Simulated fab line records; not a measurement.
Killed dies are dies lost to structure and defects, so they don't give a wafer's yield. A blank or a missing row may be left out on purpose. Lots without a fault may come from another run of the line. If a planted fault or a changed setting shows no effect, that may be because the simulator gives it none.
Problem report in the 8D (eight disciplines) form, filled by code + flow nandHarc + the parts of the form that need people (team, actions taken, sign-off) are left out

## 1. THE ISSUE
Mean of tubeCenterTempC at NHARC_A_CHANNEL_FILL_D2_ANNEAL_22: 604.69 C across 6 wafers in 2 lots; on wafers with no fault it is 619.99 C (standard deviation 0.057). So: -99 or more standard deviations from the usual mean.
The step: time 7200 s.
First seen on wafer L858.1, day 19 07:26, on furnace-03. The record holds 33 wafers of 11 lots with a number at this step. The rule behind "out" and "out of limits": a value lying over 4 standard deviations away from the usual mean. The rest of the wafers with a number are treated as sound.

## 2. WHAT IT IS, WHAT IT ISN'T
| question                    | is                                                                                                                 | is not                                                                                       |
|-----------------------------|--------------------------------------------------------------------------------------------------------------------|----------------------------------------------------------------------------------------------|
| which readings at this step | tubeCenterTempC, spikeTcBottomC, spikeTcCentreC, spikeTcLowerC, spikeTcTopC, spikeTcUpperC, tube_center_temp_C_max | zonePowerUpperPct                                                                            |
| which lots                  | L858, L859                                                                                                         | L849, L850, L852, L857, L863, L867, L868, L869, L870                                         |
| which wafers of those lots  | all that have a number                                                                                             | -                                                                                            |
| read on which tools         | furnace-03                                                                                                         | furnace-02, furnace-06                                                                       |
| when                        | from day 19 07:26                                                                                                  | up to then (12 sound wafers); but 15 sound wafers of L863, L867, L868, L869, L870 came after |

## 3. WHAT RULES OUT EACH SUSPECT
Counting: any tool at a process step up to the reading is kept as a suspect provided that every lot that is out went through it and no sound lot did after the first of them.
- furnace-03 at NHARC_A_CHANNEL_FILL_D2_ANNEAL_22 (time 7200 s): ruled out as a lasting fault. Sound lots L868 ran on it after its first lot that is out, L858 (day 19 07:26).
Left after counting: nothing in the record.

## 4. THE CAUSE (what the simulator had put in)
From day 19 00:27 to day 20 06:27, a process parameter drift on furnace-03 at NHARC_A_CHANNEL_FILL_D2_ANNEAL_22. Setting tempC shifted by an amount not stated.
Counting ruled it out, wrongly.

## 5. SEQUENCE OF EFFECTS, ordered by route
One row per reading whose mean, taken over the struck wafers that have a number, lies over 3 standard deviations from the usual. Scope: only readings with a usual standard deviation given in the record; hours: median across lots of the time from each lot's start at the first step in this table that gives one to its start at this step; sigmas: change in usual standard deviations.
| hours | step                              | reading                | usual    | on struck wafers | change | sigmas      |
|-------|-----------------------------------|------------------------|----------|------------------|--------|-------------|
| 0     | NHARC_A_CHANNEL_FILL_D2_ANNEAL_22 | spikeTcBottomC         | 640.6 C  | 626.8            | -13.9  | -4.8        |
| 0     | NHARC_A_CHANNEL_FILL_D2_ANNEAL_22 | spikeTcCentreC         | 620.4 C  | 603.8            | -16.6  | -12         |
| 0     | NHARC_A_CHANNEL_FILL_D2_ANNEAL_22 | spikeTcLowerC          | 620.9 C  | 606.5            | -14.4  | -8.5        |
| 0     | NHARC_A_CHANNEL_FILL_D2_ANNEAL_22 | spikeTcTopC            | 639.0 C  | 622.6            | -16.4  | -6.1        |
| 0     | NHARC_A_CHANNEL_FILL_D2_ANNEAL_22 | spikeTcUpperC          | 619.3 C  | 604.3            | -15.0  | -15         |
| 0     | NHARC_A_CHANNEL_FILL_D2_ANNEAL_22 | tubeCenterTempC        | 619.99 C | 604.69           | -15.30 | -99 or more |
| 0     | NHARC_A_CHANNEL_FILL_D2_ANNEAL_22 | tube_center_temp_C_max | 621.58   | 606.14           | -15.44 | -59         |
Its process steps:
- NHARC_A_CHANNEL_FILL_D2_ANNEAL_22: time 7200 s.

## 6. WHAT WOULD HAVE CAUGHT IT SOONER
In this record no reading fell out of limits until day 19 07:26, 7 hours after the fault had begun at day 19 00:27.
